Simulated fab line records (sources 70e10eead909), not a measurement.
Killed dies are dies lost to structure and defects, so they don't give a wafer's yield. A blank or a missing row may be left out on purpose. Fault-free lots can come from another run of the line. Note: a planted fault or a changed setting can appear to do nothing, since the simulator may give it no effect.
fab line records	flow nandHarc
record: lots: 5	wafers: 15	lastDay: 32
route steps=1302 shown P_BONDPAD@356
lots that met no fault: taken from a fault-free run of the same line
startH: start of the lot's first displayed wafer, in hours after the record's first day	waitH: how many hours have passed since the lot's step before this one	" same as the row above	L1.1+2: a row that stands for several wafers	- no value, or no start given	* or withheld: withheld	< > ~ a bound
route shown NAME@n: a module of which the file shows steps, and the number in the route of the first	usual: mean/standard deviation taken from wafers without a fault	same: alike in all rows	chamber/n: place in a boat	sites: each site's reading	_std_site: their standard deviation	_edge_site: mean of outer sites minus mean of inner sites	radiusMm: how far each site lies from the wafer's centre	mask NAME#n: copy n	behind: the last tool/chamber to shape the wafer	hold: what put the lot on hold/how long, in hours/how the hold closed	device: the transistor (n, p or np) that didn't switch	end of line: the same wafers' tests at the end of the route	for a step that has no rows: nothing shown but its recipe	killed: dies that structure and defects cost at the first sort, which is not the same as the wafer's yield	map: a wafer's dies, x killed, . not, _ none there
set.NAME: the setting as run; set.NAME@STEP: as run at that earlier step	model.NAME: the simulator's own value behind a step, which no gauge read
lots at selected steps of the route; one table per step, one row per wafer
services: a tool's chamber out of use, with start hour (startH, from the record's first day; less than 0 if before it), hours out, and reason
== steps ==
step: NHARC_P_BONDPAD_HMDS_02
recipe: timeS: 30
step: NHARC_P_BONDPAD_COAT_36
recipe: tempC: 200	timeS: 65
step: NHARC_P_BONDPAD_COAT_03
recipe: spinRpm: 2000	resistThkNm: 600
step: NHARC_P_BONDPAD_SOFTBAKE_04
recipe: tempC: 125	timeS: 70
step: NHARC_P_BONDPAD_EBR_05
step: NHARC_P_BONDPAD_EXPOSE_06
recipe: na: 0.55	doseMj: 37.06	maskId: P_BPAD
step: NHARC_P_BONDPAD_PEB_07
recipe: pebTempC: 128	pebTimeS: 80
step: NHARC_P_BONDPAD_DEVELOP_08
recipe: timeS: 50	devTempC: 22
step: NHARC_P_BONDPAD_CD_MEAS_09
recipe: targetCdNm: 500	landingEnergyEv: 500
usual: cdNm: 499.7/2.7
lot.wafer	tool	chamber	startH	waitH	cdNm
L921.1	cdSem-03	0	208.91	-	498.2
L921.4	"	0	"	"	500.7
L921.5	"	0	"	"	502.5
L922.3	cdSem-02	0	210.88	-	504.4
L922.5	"	0	"	"	496.9
L922.6	"	0	"	"	499.8
L925.1	cdSem-03	0	244.90	-	504.8
L925.2	"	0	"	"	498.4
L925.4	"	0	"	"	500.7
L933.3	cdSem-02	0	321.98	-	495.4
L933.4	"	0	"	"	495.4
L933.5	"	0	"	"	495.7
L935.1	cdSem-03	0	340.24	-	502.0
L935.2	"	0	"	"	499.6
L935.4	"	0	"	"	497.4
step: NHARC_P_BONDPAD_OVL_MEAS_38
usual: overlayXNm: 0/4.3	overlayYNm: -2/6.6
lot.wafer	tool	chamber	startH	waitH	overlayXNm	overlayYNm
L921.1	overlay-01	-	209.00	-	-2	4
L921.4	"	-	"	"	-1	4
L921.5	"	-	"	"	-1	4
L922.3	overlay-02	-	210.97	-	1	3
L922.5	"	-	"	"	0	3
L922.6	"	-	"	"	0	3
L925.1	overlay-01	-	244.99	-	-5	-8
L925.2	"	-	"	"	-6	-8
L925.4	"	-	"	"	-6	-8
L933.3	overlay-02	-	322.06	-	-5	-8
L933.4	"	-	"	"	-6	-8
L933.5	"	-	"	"	-5	-8
L935.1	overlay-02	-	340.33	-	-9	2
L935.2	"	-	"	"	-8	3
L935.4	"	-	"	"	-8	3
step: NHARC_P_BONDPAD_HARDBAKE_10
recipe: tempC: 118	timeS: 65
step: NHARC_P_BONDPAD_DESCUM_11
recipe: timeS: 3	o2FlowSccm: 200	arFlowSccm: 0	biasPowerW: 0	chemistry: O2
usual: drypumpMotorCurrentA: 5.6/0.41	oesProductAu: 1.005/0.012	rfVppV: 57.9/0.9	showerheadPlenumPTorr: 1.94/0.086	throttleValvePct: 11.311/0.0096
lot.wafer	tool	chamber	startH	waitH	drypumpMotorCurrentA	oesProductAu	rfHoursCounterH	rfVppV	showerheadPlenumPTorr	throttleValvePct
L921.4	rieDiel-02	1	209.13	-	5.7	1.000	7.0	58.0	1.81	11.313
L921.1	"	3	"	"	6.2	1.020	7.0	56.2	2.01	11.307
L921.5	"	1	"	"	5.7	0.993	-	56.0	1.81	11.298
L922.3	rieDiel-11	0	211.10	-	6.0	0.996	3.7	59.0	2.04	11.319
L922.5	"	2	"	"	5.5	1.015	-	57.9	1.98	11.302
L922.6	"	0	"	"	6.0	0.990	-	59.4	2.04	11.318
L925.1	rieDiel-02	0	245.12	-	5.5	0.985	1.2	59.3	2.03	11.315
L925.2	"	1	"	"	5.7	0.979	1.2	58.2	1.81	11.316
L925.4	"	2	"	"	5.7	0.999	1.4	58.8	1.83	11.306
L933.4	rieDiel-11	0	322.20	-	6.1	1.031	1.2	58.9	2.04	11.318
L933.3	"	2	"	"	5.6	1.007	1.2	58.1	1.98	11.296
L933.5	"	1	"	"	5.0	1.003	-	57.4	1.90	11.329
L935.2	rieDiel-11	2	340.45	-	5.5	1.007	1.8	57.9	1.98	11.308
L935.1	"	3	"	"	5.9	1.002	1.9	57.8	1.97	11.323
L935.4	"	1	"	"	5.0	1.007	1.9	59.4	1.90	11.316
step: NHARC_P_BONDPAD_ETCH_37
recipe: targetDepthA: 600	overetchA: 180	timeS: 65.91	ionEnergyEv: 200	n2FlowSccm: 150	h2FlowSccm: 150	arFlowSccm: 0	rfW: 400	biasW: 150	chemistry: N2/H2
usual: drypumpMotorCurrentA: 5.7/0.42	oesProductAu: 1.004/0.012	rfVppV: 431.0/2.6	runLengthS: 87.3/0.4	showerheadPlenumPTorr: 2.06/0.094	throttleValvePct: 14.171/0.0094
lot.wafer	tool	chamber	startH	waitH	drypumpMotorCurrentA	oesProductAu	rfHoursCounterH	rfVppV	runLengthS	showerheadPlenumPTorr	throttleValvePct
L921.4	rieDiel-02	0	209.21	0.1	5.5	1.003	7.2	432.9	87.6	2.17	14.170
L921.1	"	1	"	"	5.7	0.998	7.0	426.6	87.8	1.93	14.173
L921.5	"	0	"	"	5.5	0.998	-	434.1	87.4	2.17	14.159
L922.3	rieDiel-11	2	211.21	0.1	5.5	1.029	3.3	432.5	88.0	2.11	14.160
L922.6	"	0	"	"	6.1	0.998	-	435.1	86.9	2.18	14.173
L922.5	"	1	"	"	5.0	1.001	-	430.3	87.0	2.03	14.179
L925.4	rieDiel-02	3	245.20	0.1	6.2	1.022	1.5	434.8	69.8	2.15	14.164
L925.1	"	0	"	"	5.5	0.981	1.3	433.9	87.2	2.17	14.175
L925.2	"	1	"	"	5.7	0.996	1.2	427.2	87.7	1.93	14.174
L933.3	rieDiel-11	0	322.29	0.1	6.1	1.017	1.2	432.6	86.9	2.18	14.161
L933.4	"	2	"	"	5.5	1.007	1.2	432.0	87.9	2.11	14.162
L933.5	"	0	"	"	6.1	1.021	-	434.0	86.9	2.18	14.165
L935.1	rieDiel-11	2	340.54	0.1	5.6	1.020	1.8	432.5	87.8	2.11	14.172
L935.4	"	3	"	"	6.0	1.012	1.9	432.2	86.7	2.10	14.166
L935.2	"	0	"	"	6.1	1.032	2.0	433.9	86.8	2.18	14.187
step: NHARC_P_BONDPAD_ETCH_12
recipe: targetDepthA: 2000	timeS: 100	chf3FlowSccm: 50	o2FlowSccm: 10	arFlowSccm: 200	rfW: 500	biasW: 200	chemistry: CHF3/O2
usual: drypumpMotorCurrentA: 5.7/0.39	oesProductAu: 0.947/0.023	rfVppV: 371.2/2.5	runLengthS: 121.5/0.44	showerheadPlenumPTorr: 2.43/0.11	throttleValvePct: 20.571/0.0093
lot.wafer	tool	chamber	startH	waitH	drypumpMotorCurrentA	oesProductAu	rfHoursCounterH	rfVppV	runLengthS	showerheadPlenumPTorr	throttleValvePct
L921.1	rieDiel-02	3	-	-	6.2	0.973	7.0	373.3	122.3	2.52	20.568
L921.4	"	1	"	"	5.7	0.959	7.1	367.0	121.7	2.28	20.574
L921.5	"	2	"	"	5.7	0.980	-	366.9	121.2	2.30	20.576
L922.3	rieDiel-11	2	-	-	5.5	0.951	3.3	371.1	121.7	2.48	20.569
L922.6	"	0	"	"	6.1	0.929	-	373.5	121.1	2.55	20.556
L922.5	"	1	"	"	5.0	0.927	-	369.7	120.9	2.39	20.584
L925.2	rieDiel-02	1	-	-	5.7	0.965	1.2	370.2	121.7	2.28	20.572
L925.4	"	2	"	"	5.7	0.974	1.5	368.9	121.4	2.30	20.569
L925.1	"	3	"	"	6.1	0.983	1.6	373.2	121.4	2.52	20.572
L933.4	rieDiel-11	3	-	-	5.9	0.967	1.2	371.7	120.8	2.47	20.560
L933.3	"	1	"	"	5.0	0.952	1.2	370.1	121.3	2.39	20.559
L933.5	"	3	"	"	5.9	0.962	-	371.9	121.2	2.47	20.574
L935.4	rieDiel-11	3	-	-	5.9	0.925	1.9	371.4	121.0	2.47	20.574
L935.2	"	0	"	"	6.0	0.939	2.1	373.9	121.1	2.55	20.578
L935.1	"	2	"	"	5.6	0.918	1.8	372.5	121.9	2.48	20.580
== services ==
tool	chamber	startH	hours	kind
rieDiel-11	0	185.53	-	clean
rieDiel-11	1	185.53	-	clean
rieDiel-11	2	185.53	-	clean
rieDiel-11	3	185.53	-	clean
rieDiel-02	3	197.08	4.0	repair
rieDiel-11	0	210.03	-	clean
rieDiel-11	1	210.03	-	clean
rieDiel-11	2	210.03	-	clean
rieDiel-11	3	210.03	-	clean
rieDiel-11	3	210.32	36.4	repair
rieDiel-02	-	216.93	9.0	pm
rieDiel-11	0	234.53	-	clean
rieDiel-11	1	234.53	-	clean
rieDiel-11	2	234.53	-	clean
rieDiel-11	-	255.50	9.0	pm
rieDiel-11	0	255.50	9.0	ventCycle
rieDiel-11	1	255.50	9.0	ventCycle
rieDiel-11	2	255.50	9.0	ventCycle
rieDiel-11	3	255.50	9.0	ventCycle
rieDiel-11	0	264.50	-	clean
rieDiel-11	1	264.50	-	clean
rieDiel-11	2	264.50	-	clean
rieDiel-11	3	264.50	-	clean
rieDiel-11	3	285.73	8.3	repair
== key ==
firstSign: step: NHARC_P_BONDPAD_ETCH_37	reading: runLengthS	direction: down	sigmas: 44	usual: *	struck: *
effect none on later readings
metAt NHARC_P_BONDPAD_ETCH_37
struckWafers L925.4
sortLeftOut L925.4
fault: kind: processParameterDrift	tool: rieDiel-02	chamber: 3	onsetH: 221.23	steps: NHARC_P_BONDPAD_ETCH_37	channel: timeS	offset: *	shape: step	endH: 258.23	actsIn: *	stated: *
sortLeftOut: the simulated sort isn't trusted on such a fault, so these wafers' sort isn't shown, and their yield isn't known
